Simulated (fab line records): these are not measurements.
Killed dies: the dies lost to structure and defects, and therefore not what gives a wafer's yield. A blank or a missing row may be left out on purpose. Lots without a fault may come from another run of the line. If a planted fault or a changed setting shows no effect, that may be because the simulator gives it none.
Split-lot experiment :: flow n5 finfet :: route with 1938 steps; 7 lots, 39 wafers read

## SPLIT DETAILS
At N5_GATE_CUT_ETCH_58 (etches SiNx in CH3F/O2, target depth 17 nm, time 128.6 s), the setting source w was moved away from the recipe's 415 W on 15 of the 39 wafers read, by -14.2% to +6.7%. This setting was run at the recipe's value on the other wafers.

Reading taken at the split's own step.

## THE READING
rf vpp V, in V, at N5_GATE_CUT_ETCH_58 (etches SiNx in CH3F/O2, target depth 17 nm, time 128.6 s). A value of 99.1 V with a standard deviation of 0.83 V is what fault-free wafers of this fab line usually give.

wafer: L076.1
tool, chamber at the split: rie diel-06, 0
source w as run, W: 371.9
against the recipe: -10.4%
rf vpp V, V: 103.3
against lot-mates on the recipe: +4.6

wafer: L076.2
tool, chamber at the split: rie diel-06, 1
source w as run, W: 415
against the recipe: recipe
rf vpp V, V: 99.7
against lot-mates on the recipe: -

wafer: L076.3
tool, chamber at the split: rie diel-06, 3
source w as run, W: 415
against the recipe: recipe
rf vpp V, V: 99.0
against lot-mates on the recipe: -

wafer: L076.4
tool, chamber at the split: rie diel-06, 2
source w as run, W: 371.9
against the recipe: -10.4%
rf vpp V, V: 103.2
against lot-mates on the recipe: +4.5

wafer: L076.5
tool, chamber at the split: rie diel-06, 1
source w as run, W: 371.9
against the recipe: -10.4%
rf vpp V, V: 103.7
against lot-mates on the recipe: +5.0

wafer: L076.6
tool, chamber at the split: rie diel-06, 0
source w as run, W: 415
against the recipe: recipe
rf vpp V, V: 97.4
against lot-mates on the recipe: -

wafer: L081.1
tool, chamber at the split: rie diel-06, 3
source w as run, W: 415
against the recipe: recipe
rf vpp V, V: 99.6
against lot-mates on the recipe: -

wafer: L081.4
tool, chamber at the split: rie diel-06, 2
source w as run, W: 415
against the recipe: recipe
rf vpp V, V: 99.9
against lot-mates on the recipe: -

wafer: L081.5
tool, chamber at the split: rie diel-06, 0
source w as run, W: 415
against the recipe: recipe
rf vpp V, V: 98.0
against lot-mates on the recipe: -

wafer: L083.1
tool, chamber at the split: rie diel-06, 3
source w as run, W: 363.1
against the recipe: -12.5%
rf vpp V, V: 103.9
against lot-mates on the recipe: +4.3

wafer: L083.2
tool, chamber at the split: rie diel-06, 2
source w as run, W: 415
against the recipe: recipe
rf vpp V, V: 100.2
against lot-mates on the recipe: -

wafer: L083.3
tool, chamber at the split: rie diel-06, 0
source w as run, W: 363.1
against the recipe: -12.5%
rf vpp V, V: 104.0
against lot-mates on the recipe: +4.4

wafer: L083.4
tool, chamber at the split: rie diel-06, 0
source w as run, W: 415
against the recipe: recipe
rf vpp V, V: 99.6
against lot-mates on the recipe: -

wafer: L083.5
tool, chamber at the split: rie diel-06, 2
source w as run, W: 415
against the recipe: recipe
rf vpp V, V: 99.0
against lot-mates on the recipe: -

wafer: L083.6
tool, chamber at the split: rie diel-06, 3
source w as run, W: 363.1
against the recipe: -12.5%
rf vpp V, V: 104.7
against lot-mates on the recipe: +5.1

wafer: L084.1
tool, chamber at the split: rie diel-06, 0
source w as run, W: 442.8
against the recipe: +6.7%
rf vpp V, V: 97.6
against lot-mates on the recipe: -0.9

wafer: L084.2
tool, chamber at the split: rie diel-06, 1
source w as run, W: 415
against the recipe: recipe
rf vpp V, V: 98.7
against lot-mates on the recipe: -

wafer: L084.3
tool, chamber at the split: rie diel-06, 2
source w as run, W: 415
against the recipe: recipe
rf vpp V, V: 98.5
against lot-mates on the recipe: -

wafer: L084.4
tool, chamber at the split: rie diel-06, 2
source w as run, W: 442.8
against the recipe: +6.7%
rf vpp V, V: 96.7
against lot-mates on the recipe: -1.8

wafer: L084.5
tool, chamber at the split: rie diel-06, 1
source w as run, W: 415
against the recipe: recipe
rf vpp V, V: 98.4
against lot-mates on the recipe: -

wafer: L084.6
tool, chamber at the split: rie diel-06, 0
source w as run, W: 442.8
against the recipe: +6.7%
rf vpp V, V: 98.3
against lot-mates on the recipe: -0.2

wafer: L085.1
tool, chamber at the split: rie diel-04, 2
source w as run, W: 392.8
against the recipe: -5.3%
rf vpp V, V: 99.8
against lot-mates on the recipe: +0.8

wafer: L085.2
tool, chamber at the split: rie diel-04, 0
source w as run, W: 415
against the recipe: recipe
rf vpp V, V: 99.2
against lot-mates on the recipe: -

wafer: L085.3
tool, chamber at the split: rie diel-04, 1
source w as run, W: 392.8
against the recipe: -5.3%
rf vpp V, V: 101.9
against lot-mates on the recipe: +2.9

wafer: L085.4
tool, chamber at the split: rie diel-04, 3
source w as run, W: 415
against the recipe: recipe
rf vpp V, V: 100.3
against lot-mates on the recipe: -

wafer: L085.5
tool, chamber at the split: rie diel-04, 0
source w as run, W: 415
against the recipe: recipe
rf vpp V, V: 97.6
against lot-mates on the recipe: -

wafer: L085.6
tool, chamber at the split: rie diel-04, 3
source w as run, W: 392.8
against the recipe: -5.3%
rf vpp V, V: 101.4
against lot-mates on the recipe: +2.4

wafer: L087.1
tool, chamber at the split: rie diel-03, 0
source w as run, W: 356.2
against the recipe: -14.2%
rf vpp V, V: 103.1
against lot-mates on the recipe: +4.0

wafer: L087.2
tool, chamber at the split: rie diel-03, 2
source w as run, W: 415
against the recipe: recipe
rf vpp V, V: 98.9
against lot-mates on the recipe: -

wafer: L087.3
tool, chamber at the split: rie diel-03, 1
source w as run, W: 356.2
against the recipe: -14.2%
rf vpp V, V: 104.6
against lot-mates on the recipe: +5.5

wafer: L087.4
tool, chamber at the split: rie diel-03, 3
source w as run, W: 415
against the recipe: recipe
rf vpp V, V: 99.4
against lot-mates on the recipe: -

wafer: L087.5
tool, chamber at the split: rie diel-03, 1
source w as run, W: 356.2
against the recipe: -14.2%
rf vpp V, V: 105.9
against lot-mates on the recipe: +6.8

wafer: L087.6
tool, chamber at the split: rie diel-03, 0
source w as run, W: 415
against the recipe: recipe
rf vpp V, V: 99.0
against lot-mates on the recipe: -

wafer: L095.1
tool, chamber at the split: rie diel-03, 2
source w as run, W: 415
against the recipe: recipe
rf vpp V, V: 97.8
against lot-mates on the recipe: -

wafer: L095.2
tool, chamber at the split: rie diel-03, 1
source w as run, W: 415
against the recipe: recipe
rf vpp V, V: 99.8
against lot-mates on the recipe: -

wafer: L095.3
tool, chamber at the split: rie diel-03, 3
source w as run, W: 415
against the recipe: recipe
rf vpp V, V: 99.9
against lot-mates on the recipe: -

wafer: L095.4
tool, chamber at the split: rie diel-03, 0
source w as run, W: 415
against the recipe: recipe
rf vpp V, V: 99.8
against lot-mates on the recipe: -

wafer: L095.5
tool, chamber at the split: rie diel-03, 1
source w as run, W: 415
against the recipe: recipe
rf vpp V, V: 99.5
against lot-mates on the recipe: -

wafer: L095.6
tool, chamber at the split: rie diel-03, 0
source w as run, W: 415
against the recipe: recipe
rf vpp V, V: 99.4
against lot-mates on the recipe: -

THE FIT
A straight line over all 39 wafers: rf vpp V changes by -0.373 V for each +1% of source w; r = -0.94; the points scatter about the line by 0.84 V.
The same after taking each lot's own level away (the mean of its wafers on the recipe; 39 wafers): -0.358 V for each +1%; r = -0.93; scatter 0.87 V.
On that fit, the largest move of source w shifts the reading by 5.1 V.
The span of the lots' own levels, 98.53 to 99.60 V, comes to 1.3 times the standard deviation stated above.
The two slopes are in agreement: the lot-to-lot level therefore moves the slope only a little.
Check: with one of the wafers moved furthest among these (-14.2%) left out of the fit, the line predicts +5.48 V for it against its lot-mates. It came out at +4 V against them.
Tool readings at the split's step, against how far the setting was moved: rf vpp V r = -0.94.

## OTHER SPLITS APPLIED TO THESE WAFERS
Before the reading, these wafers also passed through other splits. Each is held against what the fit with the lots' levels taken away leaves over:
other split on the same wafers: N5_DUMMY_GATE_HM_DEP_06 target thk a
wafers away from the commonest value: 30
r with rf vpp V (lot level and that fit taken away): +0.03

other split on the same wafers: N5_DUMMY_GATE_EXPOSE_12 dose mj
wafers away from the commonest value: 12
r with rf vpp V (lot level and that fit taken away): -0.27

other split on the same wafers: N5_DUMMY_GATE_ETCH_32 time s
wafers away from the commonest value: 15
r with rf vpp V (lot level and that fit taken away): -0.04

other split on the same wafers: N5_DUMMY_GATE_ETCH_44 target depth a
wafers away from the commonest value: 12
r with rf vpp V (lot level and that fit taken away): -0.27

other split on the same wafers: N5_GATE_CUT_ETCH_56 target depth a
wafers away from the commonest value: 6
r with rf vpp V (lot level and that fit taken away): +0.21

## THE WHOLE CHAIN: every reading that the file lists as answering this split, in the file's order
step: N5_GATE_CUT_ETCH_58
what it does: etches SiNx in CH3F/O2, target depth 17 nm, time 128.6 s
reading: rf vpp V
change (the file's fit): -0.372 V for each +1% of the setting
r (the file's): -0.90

step: N5_GATE_CUT_ETCH_58
what it does: etches SiNx in CH3F/O2, target depth 17 nm, time 128.6 s
reading: etch.depth nm (the simulator's own value, which no gauge read)
change (the file's fit): +0.0693 nm for each +1% of the setting
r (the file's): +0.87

## THE FILE'S OWN FIT
rf vpp V changes by -0.372 V for each +1% of source w, r = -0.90.
